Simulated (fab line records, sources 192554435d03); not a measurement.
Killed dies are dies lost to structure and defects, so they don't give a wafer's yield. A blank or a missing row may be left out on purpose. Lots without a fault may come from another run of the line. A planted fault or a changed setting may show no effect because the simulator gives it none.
fab line records | flow n5_finfet
record lots=10 wafers=29 last_day=18
route steps=1938 shown ZERO_LAYER@16 WELL_APT@24 BEOL_M4@1111
lots that met no fault: from a run of the same line without faults
start_h: hours from the record's first day to the start of the lot's first wafer shown | wait_h: hours since the lot's step before | " the same as in the row above | L1.1+2: a row that stands for several wafers | - no value, or no start given | * or withheld: withheld | < > ~ a bound
route shown NAME@n: a module of which the file shows steps, and the number in the route of the first | usual: mean/standard deviation of fault-free wafers | same: alike in all rows | chamber/n: place in a boat | sites: the reading at each site | _std_site: their standard deviation | _edge_site: outer sites' mean less inner sites' | radius_mm: how far each site lies from the wafer's centre | mask NAME#n: copy n | behind: the tool/chamber that last shaped the wafer | hold: why the lot was held/for how many hours/how that ended | device: the transistor (n, p or np) that didn't switch | end of line: the same wafers' tests at the end of the route | a step without rows: its recipe alone | killed: dies lost to structure and defects at the first sort, not the wafer's yield | map: a wafer's dies, x killed, . not, _ none there
set.NAME: the setting as run; set.NAME@STEP: as run at that earlier step | model.NAME: the simulator's own value behind a step, which no gauge read
steps of the route over a sample of lots; a table a step, a row a wafer
services: from which hour (start_h, from the record's first day; less than 0 if before it) a tool's chamber was out of use, for how many hours, and why
## steps
# step N5_ZERO_LAYER_ETCH_18
# recipe chemistry=HBr/Cl2 target=Si target_depth_a=1200 time_s=40 pressure_mtorr=10 icp_w=800 bias_w=75 HBr_flow_sccm=150 Cl2_flow_sccm=80
# usual drypump_motor_current_A=5.9/0.35 oes_product_au=1.000/0.016 throttle_valve_pct=36.36/0.3
# columns lot.wafer tool chamber start_h wait_h drypump_motor_current_A oes_product_au rf_hours_counter_h throttle_valve_pct
L119.1 rie_si-06 2 12.79 0.0 5.8 0.972 87 36.29
L119.3 " 0 " " 5.7 1.028 112 36.18
L119.5 " 1 " " 6.1 1.002 - 36.45
L121.2 rie_si-02 3 24.91 0.0 6.0 1.002 4 36.62
L121.3 " 1 " " 6.0 0.980 181 36.46
L124.2 rie_si-01 0 43.12 0.0 6.4 1.030 178 35.83
L124.3 " 2 " " 5.1 0.987 7 36.56
L124.5 " 2 " " 5.2 0.987 - 36.56
L125.1 rie_si-02 3 48.89 0.0 6.0 1.000 5 36.62
L125.3 " 2 " " 5.7 0.993 106 36.44
L125.4 " 0 " " 5.8 1.013 87 36.06
L127.1 rie_si-02 0 60.79 0.0 5.8 1.010 88 36.06
L127.3 " 3 " " 6.0 1.005 5 36.60
L127.6 " 0 " " 5.9 1.007 - 36.04
L130.3 rie_si-02 1 78.81 0.0 6.1 0.981 182 36.47
L130.5 " 1 " " 6.0 0.992 - 36.45
L130.6 " 0 " " 5.9 1.011 - 36.07
L132.1 rie_si-06 3 90.91 0.0 5.3 0.979 67 36.22
L132.4 " 0 " " 5.6 1.031 113 36.18
L132.5 " 3 " " 5.3 0.984 - 36.21
L137.2 rie_si-02 2 120.91 0.0 5.7 0.995 107 36.43
L137.3 " 1 " " 6.0 0.987 183 36.46
L137.6 " 2 " " 5.7 0.990 - 36.44
L139.3 rie_si-02 2 132.91 0.0 5.7 0.985 108 36.43
L139.5 " 3 " " 5.9 1.000 - 36.62
L139.6 " 0 " " 5.8 1.018 - 36.05
L142.1 rie_si-06 0 150.93 0.0 5.7 1.033 115 36.19
L142.3 " 1 " " 6.1 1.003 159 36.46
L142.4 " 3 " " 5.3 0.986 68 36.21
# step N5_WELL_APT_EXPOSE_05
# recipe mask_id=NWELL na=0.8 source_shape=conventional sigma_outer=0.8 polarization=unpolarized defocus_nm=0 target_cd_nm=200 dose_mj=20.3
# columns lot.wafer tool chamber start_h wait_h mask
L119.1+3+5 krf_scanner-01 0 13.57 - NWELL#0
L121.2+3 krf_scanner-01 0 25.64 - NWELL#0
L124.2+3+5 krf_scanner-02 0 43.72 - NWELL#0
L125.1+3+4 krf_scanner-01 0 49.61 - NWELL#0
L127.1+3+6 krf_scanner-02 0 61.38 - NWELL#0
L130.3+5+6 krf_scanner-02 0 79.44 - NWELL#0
L132.1+4+5 krf_scanner-01 0 91.51 - NWELL#0
L137.2+3+6 krf_scanner-01 0 121.65 - NWELL#0
L139.3+5+6 krf_scanner-01 0 133.65 - NWELL#0
L142.1+3+4 krf_scanner-02 0 151.53 - NWELL#0
# step N5_WELL_APT_OVL_MEAS_09
# recipe points_per_wafer=44
# usual NWELL_OVL=1/5
# columns lot.wafer tool chamber start_h wait_h NWELL_OVL[nm]
L119.1 overlay-02 0 13.77 0.0 -1
L119.3 " 0 " " -6
L119.5 " 0 " " 0
L121.2 overlay-02 0 25.84 0.0 -8
L121.3 " 0 " " -4
L124.2 overlay-01 0 43.92 0.0 8
L124.3 " 0 " " 2
L124.5 " 0 " " -3
L125.1 overlay-02 0 49.81 0.0 6
L125.3 " 0 " " 2
L125.4 " 0 " " 6
L127.1 overlay-02 0 61.59 0.0 5
L127.3 " 0 " " 14
L127.6 " 0 " " 5
L130.3 overlay-02 0 79.64 0.0 10
L130.5 " 0 " " 4
L130.6 " 0 " " 5
L132.1 overlay-01 0 91.71 0.0 2
L132.4 " 0 " " 1
L132.5 " 0 " " -3
L137.2 overlay-02 0 121.84 0.0 34
L137.3 " 0 " " 28
L137.6 " 0 " " 31
L139.3 overlay-02 0 133.84 0.0 28
L139.5 " 0 " " 36
L139.6 " 0 " " 32
L142.1 overlay-02 0 151.73 0.0 2
L142.3 " 0 " " 4
L142.4 " 0 " " 1
# step N5_WELL_APT_INSPECT_10
# recipe mode=adi inspect_instrument=macro
# usual raw_defect_count=1.7/1.4
# columns lot.wafer tool chamber start_h wait_h raw_defect_count
L119.1 defect_inspect-02 - 13.79 0.0 2
L119.3 " - " " 1
L119.5 " - " " 3
L121.2 defect_inspect-02 - 25.86 0.0 2
L121.3 " - " " 2
L124.2 defect_inspect-02 - 43.94 0.0 1
L124.3 " - " " 2
L124.5 " - " " 1
L125.1 defect_inspect-01 - 49.84 0.0 0
L125.3 " - " " 2
L125.4 " - " " 0
L127.1 defect_inspect-02 - 61.61 0.0 1
L127.3 " - " " 1
L127.6 " - " " 3
L130.3 defect_inspect-02 - 79.66 0.0 1
L130.5 " - " " 2
L130.6 " - " " 0
L132.1 defect_inspect-02 - 91.73 0.0 1
L132.4 " - " " 1
L132.5 " - " " 2
L137.2 defect_inspect-01 - 121.87 0.0 1
L137.3 " - " " 1
L137.6 " - " " 2
L139.3 defect_inspect-01 - 133.86 0.0 0
L139.5 " - " " 2
L139.6 " - " " 5
L142.1 defect_inspect-01 - 151.76 0.0 2
L142.3 " - " " 0
L142.4 " - " " 3
# step N5_WELL_APT_CD_MEAS_25
# recipe target_cd_nm=200 landing_energy_ev=500 detector=se_inlens
# usual cd_nm=200.9/2
# columns lot.wafer tool chamber start_h wait_h cd_nm
L119.1 cd_sem-03 0 15.10 - 201.8
L119.3 " 0 " " 199.0
L119.5 " 0 " " 200.0
L121.2 cd_sem-01 0 27.06 - 205.3
L121.3 " 0 " " 203.0
L124.2 cd_sem-01 0 45.19 - 202.6
L124.3 " 0 " " 204.4
L124.5 " 0 " " 200.4
L125.1 cd_sem-02 0 51.12 - 199.9
L125.3 " 0 " " 201.5
L125.4 " 0 " " 203.8
L127.1 cd_sem-02 0 62.68 - 202.0
L127.3 " 0 " " 200.9
L127.6 " 0 " " 198.2
L130.3 cd_sem-01 0 80.73 - 200.1
L130.5 " 0 " " 197.6
L130.6 " 0 " " 197.9
L132.1 cd_sem-02 0 92.80 - 205.2
L132.4 " 0 " " 203.3
L132.5 " 0 " " 204.5
L137.2 cd_sem-01 0 123.08 - 196.8
L137.3 " 0 " " 198.3
L137.6 " 0 " " 198.7
L139.3 cd_sem-03 0 135.05 - 201.3
L139.5 " 0 " " 198.7
L139.6 " 0 " " 200.9
L142.1 cd_sem-02 0 152.83 - 200.0
L142.3 " 0 " " 202.3
L142.4 " 0 " " 200.4
# step N5_BEOL_M4_RC_MEAS_101
# usual DIBL_N=36.0/2.2 DIBL_P=36.2/2.4 IOFF_N=0.16/0.035 IOFF_P=0.21/0.037 ION_N=672/13 ION_P=461/7 SS_N=71.4/0.69 SS_P=73.2/0.75 VT_N=250/3.4 VT_P=-251/3
# columns lot.wafer tool chamber start_h wait_h DIBL_N[mV/V] DIBL_P[mV/V] IOFF_N[nA/um] IOFF_P[nA/um] ION_N[uA/um] ION_P[uA/um] SS_N[mV/dec] SS_P[mV/dec] VT_N[mV] VT_P[mV]
L121.2 prober-01 0 202.54 0.2 38.5 37.1 0.18 0.22 671 458 72.7 73.8 247 -250
L121.3 " 0 " " 39.2 37.9 0.21 0.24 679 458 71.8 73.9 248 -246
L119.1 prober-01 0 205.02 0.0 33.9 34.2 0.12 0.17 659 451 71.3 73.7 252 -257
L119.3 " 0 " " 35.4 35.7 0.16 0.19 677 457 71.1 73.4 250 -253
L119.5 " 0 " " 35.7 36.5 0.17 0.21 694 467 70.8 73.6 246 -252
L125.1 prober-01 0 235.09 0.0 35.2 34.8 0.14 0.18 665 455 71.1 72.2 253 -255
L125.3 " 0 " " 32.3 32.9 0.11 0.16 655 454 70.3 71.8 254 -252
L125.4 " 0 " " 35.6 36.0 0.14 0.19 667 461 71.0 72.8 251 -254
L124.2 prober-02 0 236.88 0.2 37.0 39.5 0.18 0.26 667 465 72.0 74.1 252 -250
L124.3 " 0 " " 36.6 38.0 0.17 0.23 674 460 71.6 74.1 248 -251
L124.5 " 0 " " 34.1 35.2 0.13 0.19 660 463 71.6 72.9 254 -254
L127.1 prober-01 0 240.70 0.0 38.1 37.4 0.20 0.21 667 455 72.1 73.1 250 -252
L127.3 " 0 " " 38.7 40.3 0.22 0.26 690 466 71.9 74.4 244 -246
L127.6 " 0 " " 37.8 39.1 0.19 0.23 677 459 71.7 73.5 248 -252
L132.1 prober-01 0 270.87 0.0 37.0 37.3 0.17 0.23 671 464 72.0 73.7 249 -248
L132.4 " 0 " " 35.4 34.3 0.15 0.19 675 463 71.1 72.8 248 -253
L132.5 " 0 " " 37.6 37.9 0.19 0.25 684 467 72.0 73.7 248 -249
L130.3 prober-02 0 273.10 0.3 31.8 33.3 0.11 0.16 651 452 70.9 73.1 254 -254
L130.5 " 0 " " 35.7 37.8 0.16 0.22 663 458 72.4 73.2 248 -252
L130.6 " 0 " " 34.3 35.4 0.15 0.19 670 457 71.0 73.0 251 -253
L137.2 prober-01 0 304.76 0.2 40.9 41.1 0.26 0.30 700 476 72.6 75.2 243 -247
L137.3 " 0 " " 38.3 37.2 0.18 0.23 689 466 71.8 73.6 249 -251
L137.6 " 0 " " 38.9 38.2 0.20 0.24 691 462 71.8 74.7 249 -249
L139.3 prober-01 0 316.21 0.3 36.3 35.8 0.16 0.18 681 460 71.5 72.7 248 -254
L139.5 " 0 " " 36.5 36.5 0.16 0.19 684 460 71.9 73.1 253 -252
L139.6 " 0 " " 39.1 39.1 0.21 0.23 696 462 71.9 73.3 245 -251
L142.1 prober-01 0 341.10 0.0 36.0 35.5 0.14 0.20 676 466 70.8 73.0 251 -249
L142.3 " 0 " " 37.5 37.4 0.18 0.24 682 473 71.7 73.2 249 -247
L142.4 " 0 " " 36.2 36.2 0.16 0.21 678 466 71.3 73.0 250 -248
## services
# columns tool chamber start_h hours kind
krf_scanner-02 - -9.45 1.7 repair
krf_scanner-01 - -7.75 1.0 pm
krf_scanner-02 - 11.85 3.6 pm
rie_si-01 2 19.84 3.1 repair
rie_si-06 2 21.16 1.9 repair
krf_scanner-02 - 22.74 3.8 repair
rie_si-01 3 47.61 - clean
rie_si-01 3 47.61 15.8 scheduled_down
rie_si-01 3 47.61 15.8 vent_cycle
krf_scanner-02 - 66.75 0.6 repair
krf_scanner-01 - 69.29 1.3 pm
krf_scanner-01 - 70.86 0.8 pm
krf_scanner-01 - 75.13 0.3 repair
rie_si-06 3 101.43 2.5 repair
krf_scanner-02 - 103.76 1.0 pm
krf_scanner-02 - 117.37 2.0 repair
rie_si-01 2 120.73 1.2 repair
rie_si-06 2 122.13 6.5 repair
krf_scanner-01 0 132.39 - calibration
krf_scanner-01 - 139.36 0.1 repair
## key
first_sign step=N5_WELL_APT_OVL_MEAS_09 reading=NWELL_OVL direction=up sigmas=6.1 usual=1 struck=31
effect none on later readings
met_at N5_WELL_APT_EXPOSE_05
struck_lots L137,L139
not_acting_at N5_ZERO_LAYER_ETCH_18,N5_WELL_APT_INSPECT_10,N5_WELL_APT_CD_MEAS_25
onset_between 91.51 121.65
fault kind=scanner_matching_overlay tool=krf_scanner-01 chamber=- onset_h=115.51 steps=N5_WELL_APT_EXPOSE_05 offset=27.316
